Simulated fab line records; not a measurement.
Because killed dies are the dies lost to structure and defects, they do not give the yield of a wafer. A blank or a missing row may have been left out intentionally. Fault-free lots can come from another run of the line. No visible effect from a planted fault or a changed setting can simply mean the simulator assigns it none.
Which tool was responsible?	flow nand-harc	39 wafers from 13 lots sampled at 5 of the route's 1302 steps

== WHAT EACH GAUGE READ, for each wafer ==
NHARC_A_BONDPAD_OVL_MEAS_35. Usual: overlay-x-nm 0 nm, standard deviation 6; overlay-y-nm 1 nm, standard deviation 5.1.
lot	measured	on	overlay-x-nm (nm)	overlay-y-nm (nm)	flag
L322	day 23 03:06	overlay-01	0 0 -1	-10 -10 -10	
L324	day 23 20:16	overlay-01	-3 -4 -3	-6 -6 -6	
L323	day 23 20:51	overlay-02	-4 -4 -4	5 5 5	
L326	day 24 13:20	overlay-02	-7 -8 -8	1 1 1	
L325	day 25 04:32	overlay-01	12 12 12	-4 -4 -4	
L329	day 26 06:55	overlay-01	-7 -7 -6	-2 -2 -3	
L330	day 26 18:41	overlay-02	-11 -10 -11	0 0 -1	
L332	day 27 21:13	overlay-02	2 3 3	4 4 4	
L327	day 28 11:55	overlay-01	5 4 5	0 0 0	
L336	day 28 14:08	overlay-01	1 1 1	12 12 11	
L334	day 29 09:33	overlay-01	-2 -1 -2	0 0 0	
L341	day 31 11:29	overlay-02	5 4 4	-6 -6 -5	
L343	day 31 23:44	overlay-02	-2 -2 -2	-2 -2 -2	

NHARC_END_SORT_01. Usual: defect-limited-yield 92.7 %, standard deviation 2.6; killed-at-array 45, standard deviation 18; killed-at-other 0.9, standard deviation 1.3; killed-at-periphery 3.7, standard deviation 2.2; killed-dies 50, standard deviation 18; killed-open 3.2, standard deviation 1.9; killed-short 2.4, standard deviation 1.6; sort_bin_2_pct 2.5 %, standard deviation 1.1; sort_bin_3_pct 0.6 %, standard deviation 0.36; sort_bin_4_pct 4.3 %, standard deviation 1.5; sort-n-pass 627, standard deviation 18; sort-rim-yield-pct 92 %, standard deviation 4.3; sort-yield-pct 92.7 %, standard deviation 2.6.
lot	measured	on	defect-limited-yield (%)	killed-at-array	killed-at-other	killed-at-periphery	killed-dies	killed-open	killed-short	sort_bin_2_pct (%)	sort_bin_3_pct (%)	sort_bin_4_pct (%)	sort-n-pass	sort-rim-yield-pct (%)	sort-yield-pct (%)	flag
L322	day 24 09:58	prober-01	94.4 93.8 95.0	35 38 31	0 0 0	3 4 3	38 42 34	3 1 1	7 0 2	2.5 3.1 2.1	0.4 0.1 0.1	2.7 3.0 2.8	639 635 643	90 96 89	94.4 93.8 95.0	
L324	day 25 05:16	prober-02	95.7 92.6 95.1	28 45 31	0 1 0	1 4 2	29 50 33	1 5 6	2 7 1	1.5 2.5 1.6	0.3 0.6 0.1	2.5 4.3 3.1	648 627 644	91 96 89	95.7 92.6 95.1	
L323	day 25 03:10	prober-01	92.6 93.5 93.9	45 41 38	0 0 0	5 3 3	50 44 41	4 2 4	3 3 5	2.4 1.9 2.4	0.6 0.7 0.4	4.4 3.8 3.2	627 633 636	96 98 89	92.6 93.5 93.9	
L326	day 25 19:53	prober-01	95.4 95.1 96.5	29 27 14	2 3 8	0 3 2	31 33 24	4 9 2	1 2 4	1.3 0.9 0.7	0.3 0 0.1	3.0 4.0 2.7	646 644 653	97 92 93	95.4 95.1 96.5	
L325	day 26 10:15	prober-02	90.0 91.0 89.2	65 58 72	1 0 0	2 3 1	68 61 73	7 1 3	1 1 1	3.0 2.8 4.1	0.1 0.6 0.3	6.9 5.6 6.4	609 616 604	88 89 98	90.0 91.0 89.2	
L329	day 27 17:22	prober-02	94.5 93.2 89.7	31 42 68	0 2 0	6 2 2	37 46 70	6 5 1	1 3 3	1.8 2.1 3.8	0.3 0.3 0.6	3.4 4.4 5.9	640 631 607	86 90 98	94.5 93.2 89.7	
L330	day 28 00:35	prober-01	91.3 92.6 92.0	54 47 52	3 2 1	2 1 1	59 50 54	0 3 0	2 6 2	2.8 2.7 3.7	0.7 0.7 0.1	5.2 4.0 4.1	618 627 623	96 84 92	91.3 92.6 92.0	
L332	day 29 04:31	prober-02	88.2 93.5 89.5	73 42 66	0 0 0	7 2 5	80 44 71	2 0 1	2 2 3	3.5 2.2 3.4	1.0 0.7 0.7	7.2 3.5 6.4	597 633 606	98 85 91	88.2 93.5 89.5	
L327	day 29 21:33	prober-02	92.8 91.1 90.5	47 57 50	0 1 5	2 2 9	49 60 64	3 2 4	1 3 2	1.6 3.1 3.8	0.7 0.3 0.9	4.9 5.5 4.7	628 617 613	82 91 88	92.8 91.1 90.5	
L336	day 30 05:20	prober-01	90.5 89.8 92.0	57 67 52	2 1 0	5 1 2	64 69 54	3 4 5	2 3 3	2.4 3.7 2.2	0.7 1.0 0.9	6.4 5.5 4.9	613 608 623	92 99 86	90.5 89.8 92.0	
L334	day 30 15:31	prober-02	89.4 93.4 91.0	67 40 56	1 0 0	4 5 5	72 45 61	4 3 2	1 2 2	4.3 1.8 2.8	0.7 0.7 0.9	5.6 4.1 5.3	605 632 616	98 82 92	89.4 93.4 91.0	
L341	day 32 19:43	prober-01	96.6 96.5 95.7	19 21 24	1 1 2	3 2 3	23 24 29	2 2 4	3 2 4	1.3 1.0 1.0	0.1 0.3 0.4	1.9 2.2 2.8	654 653 648	96 98 94	96.6 96.5 95.7	
L343	day 33 11:34	prober-01	96.2 95.6 96.8	22 21 17	1 2 0	3 7 5	26 30 22	0 4 5	3 1 1	1.0 1.2 0.7	0.6 0 0.3	2.2 3.2 2.2	651 647 655	97 93 97	96.2 95.6 96.8	

== WHAT TOOL EACH LOT RAN ON (gives the tool, then ch and the chambers of the sampled wafers, and finally the start) ==
lot	NHARC_A_BONDPAD_DEGAS_25	NHARC_THIN_TSV_ECD_20	NHARC_THIN_TSV_CMP_21
L322	pvd-sputter-01, day 23 04:10	ecd-cu-02 ch 0,1, day 23 22:17	cmp-01 ch 1,3, day 23 23:22
L324	pvd-sputter-02, day 23 21:23	ecd-cu-02 ch 1, day 24 14:26	cmp-04 ch 1,2, day 24 15:38
L323	pvd-sputter-01, day 23 21:56	ecd-cu-02 ch 0,1, day 24 15:44	cmp-01 ch 1,2, day 24 16:50
L326	pvd-sputter-01, day 24 14:27	ecd-cu-01 ch 0,1, day 25 08:05	cmp-02 ch 0,1,2, day 25 09:10
L325	pvd-sputter-02, day 25 05:40	ecd-cu-01 ch 0,1, day 25 22:40	cmp-01 ch 0,3, day 25 23:46
L329	pvd-sputter-01, day 26 08:03	ecd-cu-01 ch 0,1, day 27 01:26	cmp-04 ch 1,2,3, day 27 02:22
L330	pvd-sputter-01, day 26 19:45	ecd-cu-02 ch 0,1, day 27 13:03	cmp-02 ch 0,1,2, day 27 14:07
L332	pvd-sputter-01, day 27 22:16	ecd-cu-02 ch 0,1, day 28 15:23	cmp-04 ch 0,1,3, day 28 16:27
L327	pvd-sputter-02, day 28 13:01	ecd-cu-02 ch 0,1, day 29 08:21	cmp-02 ch 1,2,3, day 29 09:28
L336	pvd-sputter-03, day 28 15:13	ecd-cu-01 ch 0,1, day 29 10:43	cmp-02 ch 1,2,3, day 29 12:38
L334	pvd-sputter-01, day 29 10:38	ecd-cu-02 ch 0,1, day 30 03:41	cmp-02 ch 2,3, day 30 04:47
L341	pvd-sputter-03, day 31 12:33	ecd-cu-01 ch 0, day 32 08:14	cmp-02 ch 1,2,3, day 32 10:40
L343	pvd-sputter-03, day 32 00:47	ecd-cu-02 ch 0,1, day 32 17:54	cmp-04 ch 0,1, day 32 19:37
- NHARC_A_BONDPAD_DEGAS_25: time 60 s.
- NHARC_THIN_TSV_ECD_20: material Cu, target thk 2000 nm.
- NHARC_THIN_TSV_CMP_21: polishes, t overpolish 30 s, target thk 2000 nm.

== AS READ BY THE TOOLS THEMSELVES (means over the sampled wafers that have a number; for cases with no such wafer, the mark the record gives instead) ==
NHARC_A_BONDPAD_DEGAS_25. Usual: 475 W for heater-power-w, sd 60.
lot	tool	heater-power-w (W)	flag
L322	pvd-sputter-01	507	
L324	pvd-sputter-02	512	
L323	pvd-sputter-01	471	
L326	pvd-sputter-01	469	
L325	pvd-sputter-02	511	
L329	pvd-sputter-01	474	
L330	pvd-sputter-01	485	
L332	pvd-sputter-01	492	
L327	pvd-sputter-02	501	
L336	pvd-sputter-03	442	
L334	pvd-sputter-01	473	
L341	pvd-sputter-03	475	
L343	pvd-sputter-03	408	

NHARC_THIN_TSV_CMP_21. Usual: motor-current-A 12.6 A, standard deviation 0.9; overpolish-run-s 30.000 s, standard deviation 0.0092; retaining-ring-pressure-frac 1.000, standard deviation 0.0051.
lot	tool	motor-current-A (A)	overpolish-run-s (s)	retaining-ring-pressure-frac	flag
L322	cmp-01	13.0	29.995	0.998	
L324	cmp-04	12.2	29.990	1.004	
L323	cmp-01	12.6	29.993	0.999	
L326	cmp-02	11.9	30.005	1.002	
L325	cmp-01	12.0	29.995	0.996	
L329	cmp-04	12.9	30.005	0.998	
L330	cmp-02	12.0	30.000	0.998	
L332	cmp-04	12.7	30.011	1.000	
L327	cmp-02	13.2	30.001	0.997	
L336	cmp-02	12.7	29.999	1.002	
L334	cmp-02	12.2	30.003	1.004	
L341	cmp-02	12.5	30.005	1.004	
L343	cmp-04	11.9	30.007	1.000	

== THE ANSWER, worked out from the rows above alone ==
Rule: a lot counts as off when the mean over its wafers that have a number is more than 3 standard deviations away from the usual mean. Also off: a lot with no number at a reading for which 4 or more lots have one. All remaining lots with rows at the step are treated as sound. Order of review: gauges by route order, followed by the tools' own readings, for which a lot's mean as printed above is used. The first step at which some lot is off is used, and at that step the reading that is off furthest; a lot without a number counts as furthest.
None of the lots is off at any reading shown; this tells nothing.

== WHAT HAD BEEN PUT IN BY THE SIMULATOR ==
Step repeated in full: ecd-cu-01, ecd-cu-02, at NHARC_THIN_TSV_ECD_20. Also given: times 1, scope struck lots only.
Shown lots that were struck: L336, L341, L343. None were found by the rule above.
